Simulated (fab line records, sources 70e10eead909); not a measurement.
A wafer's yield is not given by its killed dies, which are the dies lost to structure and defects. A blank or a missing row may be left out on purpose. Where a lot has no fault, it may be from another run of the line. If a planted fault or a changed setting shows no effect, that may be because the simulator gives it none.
fab line records + flow nandHarc
record
- lots=6
- wafers=18
- lastDay=33
route steps=1302 shown A_STAIRCASE@668 END@1302
lots that met no fault: from a run of the same line without faults
startH: hours from the record's first day to the start of the lot's first wafer shown + waitH: hours from the lot's prior step to this one + " same as the row above + L1.1+2: a single row standing in for several wafers + - no value, or no start given + * or withheld: withheld + < > ~ a bound
route shown NAME@n: a module of which the file shows steps, and the number in the route of the first + usual: mean/standard deviation of fault-free wafers + same: alike in all rows + chamber/n: place in a boat + sites: readings site by site + _std_site: their standard deviation + _edge_site: mean of outer sites minus mean of inner sites + radiusMm: how far each site lies from the wafer's centre + mask NAME#n: copy n + behind: tool/chamber where the wafer was last shaped + hold: why the lot went on hold/how many hours it stayed there/how the hold came to an end + device: transistor that didn't switch, given as n, p or np + end of line: the tests these same wafers got at the end of their route + for a step that has no rows: nothing shown but its recipe + killed: not the wafer's yield, but the dies lost to structure and defects at the first sort + map: dies across one wafer; x = killed, . = not, _ = none there
set.NAME: the setting as run; set.NAME@STEP: as run at that earlier step + model.NAME: the simulator's own value behind a step, which no gauge read
lots at some steps of the route; a table a step, a row a wafer
services: a tool's chamber out of use, with start hour (startH, from the record's first day; less than 0 if before it), hours out, and reason
## steps
# step NHARC_A_STAIRCASE_TRIM_12
# recipe
- timeS=211.2
- o2FlowSccm=500
- arFlowSccm=0
- biasW=0
- chemistry=O2
# step NHARC_A_STAIRCASE_ETCH_13
# recipe
- targetDepthA=1000
- timeS=40.5
- ionEnergyEv=400
- c4f8FlowSccm=20
- o2FlowSccm=10
- arFlowSccm=withheld
- rfW=600
- biasW=1000
- chemistry=C4F8/O2
# usual
- biasW=999.9/2.9
- chamberPressureMTorr=24.998/0.023
- oesProductAu=0.947/0.014
- rfVppV=898/5.9
# same
- timeS=40.5
| lot.wafer | tool       | chamber | startH | waitH | biasW  | chamberPressureMTorr | oesProductAu | rfHoursCounterH | rfVppV |
|-----------|------------|---------|--------|-------|--------|----------------------|--------------|-----------------|--------|
| L527.1    | rieDiel-13 | 1       | -      | -     | 999.4  | 24.972               | 0.947        | 23              | 897    |
| L527.4    | "          | 3       | "      | "     | 1002.8 | 24.949               | 0.939        | 24              | 889    |
| L527.6    | "          | 1       | "      | "     | 999.3  | 24.992               | 0.946        | -               | 899    |
| L531.3    | rieDiel-09 | 2       | -      | -     | 993.6  | 24.993               | 0.936        | 46              | 895    |
| L531.1    | "          | 1       | "      | "     | 1004.4 | 25.020               | 0.937        | 46              | 905    |
| L531.5    | "          | 1       | "      | "     | 998.0  | 24.968               | 0.941        | -               | 905    |
| L533.1    | rieDiel-09 | 2       | -      | -     | 1004.3 | 25.007               | 0.935        | 52              | 895    |
| L533.3    | "          | 0       | "      | "     | 1000.6 | 25.004               | 0.959        | 47              | 896    |
| L533.5    | "          | 2       | "      | "     | 997.0  | 24.985               | 0.938        | -               | 894    |
| L536.2    | rieDiel-09 | 3       | -      | -     | 1003.8 | 24.997               | 0.942        | 4               | 907    |
| L536.3    | "          | 0       | "      | "     | 1000.7 | 25.030               | 0.920        | 3               | 895    |
| L536.6    | "          | 3       | "      | "     | 1002.5 | 24.982               | 0.946        | -               | 905    |
| L541.1    | rieDiel-09 | 3       | -      | -     | 997.8  | 25.025               | 0.981        | 24              | 905    |
| L541.4    | "          | 2       | "      | "     | 1000.0 | 25.019               | 0.939        | 24              | 893    |
| L541.5    | "          | 3       | "      | "     | 996.6  | 25.007               | 0.977        | -               | 905    |
| L543.1    | rieDiel-13 | 1       | -      | -     | 996.9  | 25.005               | 0.938        | 14              | 895    |
| L543.2    | "          | 2       | "      | "     | 1005.1 | 25.027               | 0.933        | 19              | 898    |
| L543.5    | "          | 3       | "      | "     | 998.4  | 25.004               | 0.923        | -               | 888    |
# step NHARC_A_STAIRCASE_TRIM_14
# recipe
- timeS=211.2
- o2FlowSccm=500
- arFlowSccm=0
- biasW=0
- chemistry=O2
# step NHARC_A_STAIRCASE_ETCH_15
# recipe
- targetDepthA=1000
- timeS=40.5
- ionEnergyEv=400
- c4f8FlowSccm=20
- o2FlowSccm=10
- arFlowSccm=withheld
- rfW=600
- biasW=1000
- chemistry=C4F8/O2
# usual
- biasW=1000/3
- chamberPressureMTorr=24.999/0.022
- oesProductAu=0.947/0.011
- rfVppV=897/5.8
# same
- timeS=40.5
| lot.wafer | tool       | chamber | startH | waitH | biasW | chamberPressureMTorr | oesProductAu | rfHoursCounterH | rfVppV |
|-----------|------------|---------|--------|-------|-------|----------------------|--------------|-----------------|--------|
| L527.4    | rieDiel-13 | 2       | -      | -     | 1002  | 24.998               | 0.960        | 24              | 900    |
| L527.1    | "          | 3       | "      | "     | 998   | 24.998               | 0.945        | 24              | 889    |
| L527.6    | "          | 2       | "      | "     | 1002  | 25.045               | 0.964        | -               | 900    |
| L531.1    | rieDiel-09 | 3       | -      | -     | 999   | 24.988               | 0.939        | 53              | 886    |
| L531.3    | "          | 1       | "      | "     | 1003  | 25.006               | 0.942        | 46              | 905    |
| L531.5    | "          | 1       | "      | "     | 998   | 25.017               | 0.944        | -               | 905    |
| L533.3    | rieDiel-09 | 0       | -      | -     | 1001  | 25.066               | 0.951        | 47              | 896    |
| L533.1    | "          | 3       | "      | "     | 997   | 24.974               | 0.942        | 59              | 887    |
| L533.5    | "          | 0       | "      | "     | 999   | 25.018               | 0.945        | -               | 896    |
| L536.3    | rieDiel-09 | 1       | -      | -     | 1003  | 25.003               | 0.955        | 3               | 904    |
| L536.2    | "          | 2       | "      | "     | 995   | 25.029               | 0.923        | 4               | 894    |
| L536.6    | "          | 1       | "      | "     | 995   | 24.987               | 0.958        | -               | 906    |
| L541.4    | rieDiel-09 | 2       | -      | -     | 1005  | 25.020               | 0.941        | 24              | 894    |
| L541.1    | "          | 3       | "      | "     | 1000  | 24.990               | 0.961        | 25              | 905    |
| L541.5    | "          | 0       | "      | "     | 1001  | 24.968               | 0.955        | -               | 895    |
| L543.1    | rieDiel-13 | 0       | -      | -     | 999   | 24.985               | 0.941        | 18              | 902    |
| L543.2    | "          | 2       | "      | "     | 1002  | 25.017               | 0.926        | 19              | 897    |
| L543.5    | "          | 3       | "      | "     | 999   | 25.006               | 0.938        | -               | 890    |
# step NHARC_A_STAIRCASE_TRIM_16
# recipe
- timeS=211.2
- o2FlowSccm=500
- arFlowSccm=0
- biasW=0
- chemistry=O2
# step NHARC_A_STAIRCASE_ETCH_17
# recipe
- targetDepthA=1000
- timeS=40.5
- ionEnergyEv=400
- c4f8FlowSccm=20
- o2FlowSccm=10
- arFlowSccm=withheld
- rfW=600
- biasW=1000
- chemistry=C4F8/O2
# step NHARC_A_STAIRCASE_TRIM_18
# recipe
- timeS=211.2
- o2FlowSccm=500
- arFlowSccm=0
- biasW=0
- chemistry=O2
# step NHARC_A_STAIRCASE_ETCH_19
# recipe
- targetDepthA=1000
- timeS=40.5
- ionEnergyEv=400
- c4f8FlowSccm=20
- o2FlowSccm=10
- arFlowSccm=withheld
- rfW=600
- biasW=1000
- chemistry=C4F8/O2
# usual
- biasW=1000/3.1
- chamberPressureMTorr=25.003/0.023
- oesProductAu=0.945/0.011
- rfVppV=897/5.7
# same
- timeS=40.5
| lot.wafer | tool       | chamber | startH | waitH | biasW | chamberPressureMTorr | oesProductAu | rfHoursCounterH | rfVppV |
|-----------|------------|---------|--------|-------|-------|----------------------|--------------|-----------------|--------|
| L527.1    | rieDiel-13 | 3       | -      | -     | 1006  | 24.988               | 0.935        | 24              | 888    |
| L527.4    | "          | 1       | "      | "     | 1000  | 25.052               | 0.945        | 23              | 898    |
| L527.6    | "          | 2       | "      | "     | 1000  | 25.039               | 0.935        | -               | 901    |
| L531.1    | rieDiel-09 | 3       | -      | -     | 997   | 25.034               | 0.948        | 54              | 886    |
| L531.3    | "          | 1       | "      | "     | 998   | 24.987               | 0.958        | 47              | 906    |
| L531.5    | "          | 1       | "      | "     | 1003  | 25.022               | 0.959        | -               | 904    |
| L533.1    | rieDiel-09 | 3       | -      | -     | 994   | 25.018               | 0.939        | 59              | 885    |
| L533.3    | "          | 2       | "      | "     | 1002  | 24.986               | 0.934        | 52              | 895    |
| L533.5    | "          | 0       | "      | "     | 995   | 24.976               | 0.950        | -               | 895    |
| L536.2    | rieDiel-09 | 0       | -      | -     | 1002  | 25.020               | 0.944        | 4               | 895    |
| L536.3    | "          | 2       | "      | "     | 1001  | 24.986               | 0.923        | 4               | 893    |
| L536.6    | "          | 0       | "      | "     | 1000  | 25.017               | 0.945        | -               | 896    |
| L541.1    | rieDiel-09 | 2       | -      | -     | 1003  | 25.006               | 0.949        | 24              | 893    |
| L541.4    | "          | 1       | "      | "     | 999   | 24.967               | 0.960        | 22              | 904    |
| L541.5    | "          | 3       | "      | "     | 1000  | 25.008               | 0.955        | -               | 906    |
| L543.2    | rieDiel-13 | 1       | -      | -     | 1007  | 25.023               | 0.949        | 14              | 897    |
| L543.1    | "          | 3       | "      | "     | 1000  | 25.007               | 0.934        | 20              | 887    |
| L543.5    | "          | 1       | "      | "     | 1003  | 25.019               | 0.939        | -               | 896    |
# step NHARC_A_STAIRCASE_TRIM_20
# recipe
- timeS=211.2
- o2FlowSccm=500
- arFlowSccm=0
- biasW=0
- chemistry=O2
# step NHARC_A_STAIRCASE_ETCH_21
# recipe
- targetDepthA=1000
- timeS=40.5
- ionEnergyEv=400
- c4f8FlowSccm=20
- o2FlowSccm=10
- arFlowSccm=withheld
- rfW=600
- biasW=1000
- chemistry=C4F8/O2
# usual
- biasW=1000/3.2
- chamberPressureMTorr=25.001/0.023
- oesProductAu=0.951/0.017
- rfVppV=897/5.8
# same
- timeS=40.5
| lot.wafer | tool       | chamber | startH | waitH | biasW | chamberPressureMTorr | oesProductAu | rfHoursCounterH | rfVppV |
|-----------|------------|---------|--------|-------|-------|----------------------|--------------|-----------------|--------|
| L527.1    | rieDiel-13 | 2       | -      | -     | 1001  | 24.979               | 0.940        | 24              | 900    |
| L527.4    | "          | 3       | "      | "     | 995   | 24.962               | 0.929        | 24              | 889    |
| L527.6    | "          | 0       | "      | "     | 995   | 25.015               | 0.922        | -               | 905    |
| L531.3    | rieDiel-09 | 1       | -      | -     | 997   | 25.009               | 0.945        | 47              | 905    |
| L531.1    | "          | 2       | "      | "     | 997   | 24.991               | 0.936        | 47              | 894    |
| L531.5    | "          | 1       | "      | "     | 998   | 24.983               | 0.933        | -               | 906    |
| L533.1    | rieDiel-09 | 0       | -      | -     | 996   | 24.946               | 0.964        | 47              | 896    |
| L533.3    | "          | 1       | "      | "     | 998   | 25.018               | 0.958        | 53              | 904    |
| L533.5    | "          | 2       | "      | "     | 1003  | 25.002               | 0.943        | -               | 895    |
| L536.3    | rieDiel-09 | 1       | -      | -     | 999   | 25.051               | 0.972        | 4               | 904    |
| L536.2    | "          | 0       | "      | "     | 1003  | 25.020               | 0.943        | 4               | 895    |
| L536.6    | "          | 1       | "      | "     | 999   | 24.983               | 0.972        | -               | 905    |
| L541.1    | rieDiel-09 | 2       | -      | -     | 1002  | 25.004               | 0.955        | 24              | 894    |
| L541.4    | "          | 3       | "      | "     | 998   | 25.006               | 0.969        | 25              | 905    |
| L541.5    | "          | 3       | "      | "     | 996   | 24.951               | 0.958        | -               | 906    |
| L543.1    | rieDiel-13 | 3       | -      | -     | 1001  | 24.984               | 0.925        | 20              | 889    |
| L543.2    | "          | 1       | "      | "     | 1004  | 25.021               | 0.943        | 14              | 897    |
| L543.5    | "          | 2       | "      | "     | 1003  | 25.007               | 0.934        | -               | 899    |
# step NHARC_A_STAIRCASE_TRIM_22
# recipe
- timeS=211.2
- o2FlowSccm=500
- arFlowSccm=0
- biasW=0
- chemistry=O2
# usual
- drypumpMotorCurrentA=5.7/0.52
- oesProductAu=1.002/0.012
- rfVppV=57.8/0.83
- showerheadPlenumPTorr=3.57/0.16
- throttleValvePct=17.036/0.0084
# same
- timeS=211.2
| lot.wafer | tool       | chamber | startH | waitH | drypumpMotorCurrentA | oesProductAu | rfHoursCounterH | rfVppV | showerheadPlenumPTorr | throttleValvePct |
|-----------|------------|---------|--------|-------|----------------------|--------------|-----------------|--------|-----------------------|------------------|
| L527.4    | rieDiel-13 | 3       | -      | -     | 6.4                  | 0.991        | 24              | 56.5   | 3.36                  | 17.033           |
| L527.1    | "          | 2       | "      | "     | 5.1                  | 1.003        | 25              | 59.1   | 3.64                  | 17.028           |
| L527.6    | "          | 3       | "      | "     | 6.4                  | 1.003        | -               | 57.2   | 3.36                  | 17.024           |
| L531.1    | rieDiel-09 | 1       | -      | -     | 5.8                  | 1.018        | 47              | 57.4   | 3.78                  | 17.038           |
| L531.3    | "          | 2       | "      | "     | 6.2                  | 1.004        | 47              | 57.7   | 3.49                  | 17.033           |
| L531.5    | "          | 2       | "      | "     | 6.2                  | 1.003        | -               | 59.2   | 3.49                  | 17.027           |
| L533.3    | rieDiel-09 | 0       | -      | -     | 4.9                  | 1.013        | 47              | 58.5   | 3.51                  | 17.033           |
| L533.1    | "          | 2       | "      | "     | 6.2                  | 0.993        | 52              | 58.3   | 3.49                  | 17.023           |
| L533.5    | "          | 1       | "      | "     | 5.8                  | 1.015        | -               | 58.3   | 3.78                  | 17.032           |
| L536.2    | rieDiel-09 | 0       | -      | -     | 4.9                  | 0.995        | 4               | 57.7   | 3.51                  | 17.031           |
| L536.3    | "          | 1       | "      | "     | 5.8                  | 1.023        | 4               | 58.4   | 3.78                  | 17.034           |
| L536.6    | "          | 1       | "      | "     | 5.8                  | 1.033        | -               | 57.9   | 3.78                  | 17.039           |
| L541.1    | rieDiel-09 | 0       | -      | -     | 4.9                  | 0.996        | 23              | 56.7   | 3.50                  | 17.045           |
| L541.4    | "          | 2       | "      | "     | 6.2                  | 1.010        | 24              | 56.8   | 3.47                  | 17.032           |
| L541.5    | "          | 0       | "      | "     | 5.0                  | 0.990        | -               | 57.2   | 3.50                  | 17.026           |
| L543.2    | rieDiel-13 | 0       | -      | -     | 5.0                  | 0.985        | 19              | 57.9   | 3.70                  | 17.021           |
| L543.1    | "          | 1       | "      | "     | 5.3                  | 0.996        | 14              | 58.5   | 3.55                  | 17.055           |
| L543.5    | "          | 0       | "      | "     | 5.0                  | 0.987        | -               | 58.7   | 3.70                  | 17.029           |
# step NHARC_A_STAIRCASE_ETCH_23
# recipe
- targetDepthA=1000
- timeS=40.5
- ionEnergyEv=400
- c4f8FlowSccm=20
- o2FlowSccm=10
- arFlowSccm=withheld
- rfW=600
- biasW=1000
- chemistry=C4F8/O2
# usual
- biasW=1000/3.2
- chamberPressureMTorr=25.002/0.021
- oesProductAu=0.949/0.013
- rfVppV=897/5.9
- timeS=40.5/0
| lot.wafer | tool       | chamber | startH | waitH | biasW | chamberPressureMTorr | oesProductAu | rfHoursCounterH | rfVppV | timeS |
|-----------|------------|---------|--------|-------|-------|----------------------|--------------|-----------------|--------|-------|
| L527.1    | rieDiel-13 | 3       | 422.31 | -     | 997   | 24.992               | 0.941        | 24              | 889    | 40.5  |
| L527.4    | "          | 2       | "      | "     | 1004  | 24.978               | 0.937        | 25              | 900    | 40.5  |
| L527.6    | "          | 0       | "      | "     | 1001  | 25.035               | 0.933        | -               | 905    | 40.5  |
| L531.3    | rieDiel-09 | 1       | 475.58 | -     | -     | -                    | -            | -               | -      | -     |
| L531.1    | "          | 3       | "      | "     | -     | -                    | -            | -               | -      | -     |
| L531.5    | "          | 2       | "      | "     | -     | -                    | -            | -               | -      | -     |
| L533.3    | rieDiel-09 | 2       | 496.66 | -     | -     | -                    | -            | -               | -      | -     |
| L533.1    | "          | 3       | "      | "     | -     | -                    | -            | -               | -      | -     |
| L533.5    | "          | 2       | "      | "     | -     | -                    | -            | -               | -      | -     |
| L536.3    | rieDiel-09 | 2       | 518.70 | -     | 1002  | 25.037               | 0.944        | 5               | 893    | 40.5  |
| L536.2    | "          | 1       | "      | "     | 1002  | 25.006               | 0.970        | 4               | 907    | 40.5  |
| L536.6    | "          | 3       | "      | "     | 1002  | 24.978               | 0.961        | -               | 906    | 40.5  |
| L541.1    | rieDiel-09 | 2       | 571.82 | -     | 1000  | 24.997               | 0.948        | 24              | 894    | 40.5  |
| L541.4    | "          | 3       | "      | "     | 997   | 25.039               | 0.965        | 25              | 905    | 40.5  |
| L541.5    | "          | 2       | "      | "     | 1002  | 24.994               | 0.956        | -               | 894    | 40.5  |
| L543.1    | rieDiel-13 | 1       | 583.94 | -     | 1000  | 25.021               | 0.942        | 14              | 895    | 40.5  |
| L543.2    | "          | 3       | "      | "     | 1001  | 24.997               | 0.945        | 21              | 889    | 40.5  |
| L543.5    | "          | 1       | "      | "     | 996   | 25.021               | 0.929        | -               | 896    | 40.5  |
# step NHARC_A_STAIRCASE_TRIM_24
# recipe
- timeS=211.2
- o2FlowSccm=500
- arFlowSccm=0
- biasW=0
- chemistry=O2
# step NHARC_END_SORT_01
# recipe
- tempC=25
# usual
- killedAtArray=51/18
- killedAtOther=1.0/1.2
- killedAtPeriphery=3.7/2.9
- killedDies=55/19
- killedOpen=3.5/1.9
- killedShort=2.6/1.6
# same
- grossDies=677
| lot.wafer | tool      | chamber | startH | waitH | killedAtArray | killedAtOther | killedAtPeriphery | killedDies | killedOpen | killedShort |
|-----------|-----------|---------|--------|-------|---------------|---------------|-------------------|------------|------------|-------------|
| L531.1    | prober-01 | 0       | 682.91 | 2.5   | 673           | 0             | 4                 | 677        | 1          | 1           |
| L531.3    | prober-01 | 0       | 684.54 | 3.1   | 675           | 0             | 2                 | 677        | 4          | 3           |
| L531.5    | prober-01 | 0       | 686.18 | 3.8   | 672           | 0             | 5                 | 677        | 5          | 3           |
| L533.1    | prober-01 | 0       | 716.53 | 2.5   | 668           | 3             | 6                 | 677        | 3          | 4           |
| L533.3    | prober-01 | 0       | 718.18 | 3.1   | 664           | 3             | 10                | 677        | 2          | 4           |
| L533.5    | prober-01 | 0       | 719.82 | 3.8   | 664           | 4             | 9                 | 677        | 1          | 0           |
| L536.2    | prober-01 | 0       | 731.41 | 2.8   | 65            | 0             | 5                 | 70         | 4          | 2           |
| L536.3    | prober-01 | 0       | 732.21 | 3.1   | 40            | 0             | 8                 | 48         | 5          | 1           |
# killed by level:class
L531.1 A_STAIRCASE:areaEtch=647 A_CHANNEL_HOLE_D1:chamberFilmFlake=11 P_GATE:chamberFilmFlake=3 A_CHANNEL_HOLE_D2:chamberFilmFlake=3 A_STAIRCASE:chamberFilmFlake=3 A_SLIT:chamberFilmFlake=2 A_WL_FILL:chamberFilmFlake=2 A_CHANNEL_HOLE_D2:geometricParticle:open=1
L531.3 A_STAIRCASE:areaEtch=643 A_STAIRCASE:chamberFilmFlake=6 A_CHANNEL_HOLE_D1:chamberFilmFlake=5 A_SLIT:chamberFilmFlake=4 A_CHANNEL_FILL_D2:chamberFilmFlake=3 A_CONTACT:geometricParticle:open=2 A_DECK1_JOINT:chamberFilmFlake=2 A_CHANNEL_HOLE_D2:chamberFilmFlake=2
L531.5 A_STAIRCASE:areaEtch=643 A_CHANNEL_HOLE_D2:chamberFilmFlake=8 A_STAIRCASE:chamberFilmFlake=7 A_CHANNEL_HOLE_D1:chamberFilmFlake=3 A_CHANNEL_HOLE_D2:geometricParticle:open=2 A_SLIT:chamberFilmFlake=2 P_ZERO_WELL:geometricParticle:short=1 P_GATE:geometricParticle:open=1
L533.1 A_STAIRCASE:areaEtch=598 A_CHANNEL_HOLE_D1:chamberFilmFlake=35 A_CONTACT:chamberFilmFlake=11 P_GATE:chamberFilmFlake=5 A_STAIRCASE:chamberFilmFlake=5 A_CHANNEL_FILL_D1:chamberFilmFlake=4 A_DECK1_JOINT:chamberFilmFlake=4 THIN_TSV:chamberFilmFlake=3
L533.3 A_STAIRCASE:areaEtch=610 A_CHANNEL_HOLE_D1:chamberFilmFlake=31 P_GATE:chamberFilmFlake=9 A_WL_FILL:chamberFilmFlake=4 A_STAIRCASE:chamberFilmFlake=4 A_CONTACT:chamberFilmFlake=4 A_CHANNEL_FILL_D1:chamberFilmFlake=3 A_SLIT:chamberFilmFlake=2
L533.5 A_STAIRCASE:areaEtch=626 A_CHANNEL_HOLE_D1:chamberFilmFlake=21 A_CONTACT:chamberFilmFlake=9 P_GATE:chamberFilmFlake=6 THIN_TSV:chamberFilmFlake=4 A_SLIT:chamberFilmFlake=3 P_ZERO_WELL:chamberFilmFlake=2 A_STAIRCASE:chamberFilmFlake=2
L536.2 A_SLIT:chamberFilmFlake=34 A_CHANNEL_HOLE_D2:chamberFilmFlake=17 A_CHANNEL_HOLE_D1:chamberFilmFlake=4 A_WL_FILL:chamberFilmFlake=3 P_M0:geometricParticle:open=2 P_STI:chamberFilmFlake=2 A_WL_FILL:geometricParticle:short=2 A_DECK1_JOINT:chamberFilmFlake=2
L536.3 A_CHANNEL_HOLE_D2:chamberFilmFlake=13 A_CHANNEL_HOLE_D1:chamberFilmFlake=10 A_SLIT:chamberFilmFlake=6 P_GATE:chamberFilmFlake=4 P_STI:chamberFilmFlake=2 A_DECK1_JOINT:chamberFilmFlake=2 A_WL_FILL:chamberFilmFlake=2 P_M0:geometricParticle:open=1
# map L531.1 (x killed, . not)
____________x____________
_________xxxxxxx_________
_______xxxxxxxxxxx_______
______xxxxxxxxxxxxx______
_____xxxxxxxxxxxxxxx_____
____xxxxxxxxxxxxxxxxx____
____xxxxxxxxxxxxxxxxx____
___xxxxxxxxxxxxxxxxxxx___
___xxxxxxxxxxxxxxxxxxx___
__xxxxxxxxxxxxxxxxxxxxx__
__xxxxxxxxxxxxxxxxxxxxx__
_xxxxxxxxxxxxxxxxxxxxxxx_
_xxxxxxxxxxxxxxxxxxxxxxx_
_xxxxxxxxxxxxxxxxxxxxxxx_
_xxxxxxxxxxxxxxxxxxxxxxx_
_xxxxxxxxxxxxxxxxxxxxxxx_
xxxxxxxxxxxxxxxxxxxxxxxxx
xxxxxxxxxxxxxxxxxxxxxxxxx
xxxxxxxxxxxxxxxxxxxxxxxxx
xxxxxxxxxxxxxxxxxxxxxxxxx
xxxxxxxxxxxxxxxxxxxxxxxxx
_xxxxxxxxxxxxxxxxxxxxxxx_
_xxxxxxxxxxxxxxxxxxxxxxx_
_xxxxxxxxxxxxxxxxxxxxxxx_
_xxxxxxxxxxxxxxxxxxxxxxx_
_xxxxxxxxxxxxxxxxxxxxxxx_
__xxxxxxxxxxxxxxxxxxxxx__
__xxxxxxxxxxxxxxxxxxxxx__
___xxxxxxxxxxxxxxxxxxx___
___xxxxxxxxxxxxxxxxxxx___
____xxxxxxxxxxxxxxxxx____
____xxxxxxxxxxxxxxxxx____
_____xxxxxxxxxxxxxxx_____
______xxxxxxxxxxxxx______
_______xxxxxxxxxxx_______
_________xxxxxxx_________
____________x____________
# map L533.1 (x killed, . not)
____________x____________
_________xxxxxxx_________
_______xxxxxxxxxxx_______
______xxxxxxxxxxxxx______
_____xxxxxxxxxxxxxxx_____
____xxxxxxxxxxxxxxxxx____
____xxxxxxxxxxxxxxxxx____
___xxxxxxxxxxxxxxxxxxx___
___xxxxxxxxxxxxxxxxxxx___
__xxxxxxxxxxxxxxxxxxxxx__
__xxxxxxxxxxxxxxxxxxxxx__
_xxxxxxxxxxxxxxxxxxxxxxx_
_xxxxxxxxxxxxxxxxxxxxxxx_
_xxxxxxxxxxxxxxxxxxxxxxx_
_xxxxxxxxxxxxxxxxxxxxxxx_
_xxxxxxxxxxxxxxxxxxxxxxx_
xxxxxxxxxxxxxxxxxxxxxxxxx
xxxxxxxxxxxxxxxxxxxxxxxxx
xxxxxxxxxxxxxxxxxxxxxxxxx
xxxxxxxxxxxxxxxxxxxxxxxxx
xxxxxxxxxxxxxxxxxxxxxxxxx
_xxxxxxxxxxxxxxxxxxxxxxx_
_xxxxxxxxxxxxxxxxxxxxxxx_
_xxxxxxxxxxxxxxxxxxxxxxx_
_xxxxxxxxxxxxxxxxxxxxxxx_
_xxxxxxxxxxxxxxxxxxxxxxx_
__xxxxxxxxxxxxxxxxxxxxx__
__xxxxxxxxxxxxxxxxxxxxx__
___xxxxxxxxxxxxxxxxxxx___
___xxxxxxxxxxxxxxxxxxx___
____xxxxxxxxxxxxxxxxx____
____xxxxxxxxxxxxxxxxx____
_____xxxxxxxxxxxxxxx_____
______xxxxxxxxxxxxx______
_______xxxxxxxxxxx_______
_________xxxxxxx_________
____________x____________
## services
| tool       | chamber | startH | hours | kind      |
|------------|---------|--------|-------|-----------|
| rieDiel-09 | 2       | 403.14 | 7.8   | repair    |
| rieDiel-09 | 0       | 404.35 | -     | clean     |
| rieDiel-09 | 1       | 404.35 | -     | clean     |
| rieDiel-09 | 3       | 404.35 | -     | clean     |
| rieDiel-09 | 2       | 427.96 | 6.4   | repair    |
| rieDiel-09 | 0       | 428.85 | -     | clean     |
| rieDiel-09 | 1       | 428.85 | -     | clean     |
| rieDiel-09 | 3       | 428.85 | -     | clean     |
| rieDiel-13 | 3       | 438.47 | 4.7   | repair    |
| rieDiel-09 | 0       | 453.95 | -     | clean     |
| rieDiel-09 | 1       | 453.95 | -     | clean     |
| rieDiel-09 | 2       | 453.95 | -     | clean     |
| rieDiel-09 | 3       | 453.95 | -     | clean     |
| rieDiel-09 | 0       | 459.93 | 16.0  | repair    |
| rieDiel-13 | -       | 478.05 | 0.4   | repair    |
| rieDiel-09 | 0       | 478.50 | -     | clean     |
| rieDiel-09 | 1       | 478.50 | -     | clean     |
| rieDiel-09 | 2       | 478.50 | -     | clean     |
| rieDiel-09 | 3       | 478.50 | -     | clean     |
| rieDiel-09 | -       | 497.23 | 9.0   | pm        |
| rieDiel-09 | 0       | 497.23 | 9.0   | ventCycle |
| rieDiel-09 | 1       | 497.23 | 9.0   | ventCycle |
| rieDiel-13 | -       | 520.51 | 9.0   | pm        |
| rieDiel-13 | 1       | 534.71 | 5.6   | repair    |
## key
firstSign
- step=NHARC_A_STAIRCASE_ETCH_23
- reading=toolRecord
- direction=missing
effect
- step=NHARC_END_SORT_01
- reading=killedAtArray
- direction=up
- sigmas=34
- usual=51
- struck=669
moreKillsBornAt
- NHARC_A_STAIRCASE_ETCH_23@rieDiel-09=3764
metAt NHARC_A_STAIRCASE_ETCH_23
struckWafers L531.1,L531.3,L531.5,L533.1,L533.3,L533.5
laterRowsLeftOut L531.1,L531.3,L531.5,L533.1,L533.3,L533.5
testerLeftOut L531,L533
fault
- kind=skippedStepWhole
- tool=rieDiel-09
- chamber=-
- onsetH=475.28
- steps=NHARC_A_STAIRCASE_ETCH_23
- scope=struckLotsOnly
# testerLeftOut: of these lots the tester's yield and bins aren't shown, on N5 and GAA mostly nor the transistor test; their killed dies are dies lost to structure and defects alone, not to doping, threshold or leakage, so they don't give the yield
# laterRowsLeftOut: the simulator's readings of these wafers behind a module that went badly wrong aren't trusted and aren't shown, but for the sort
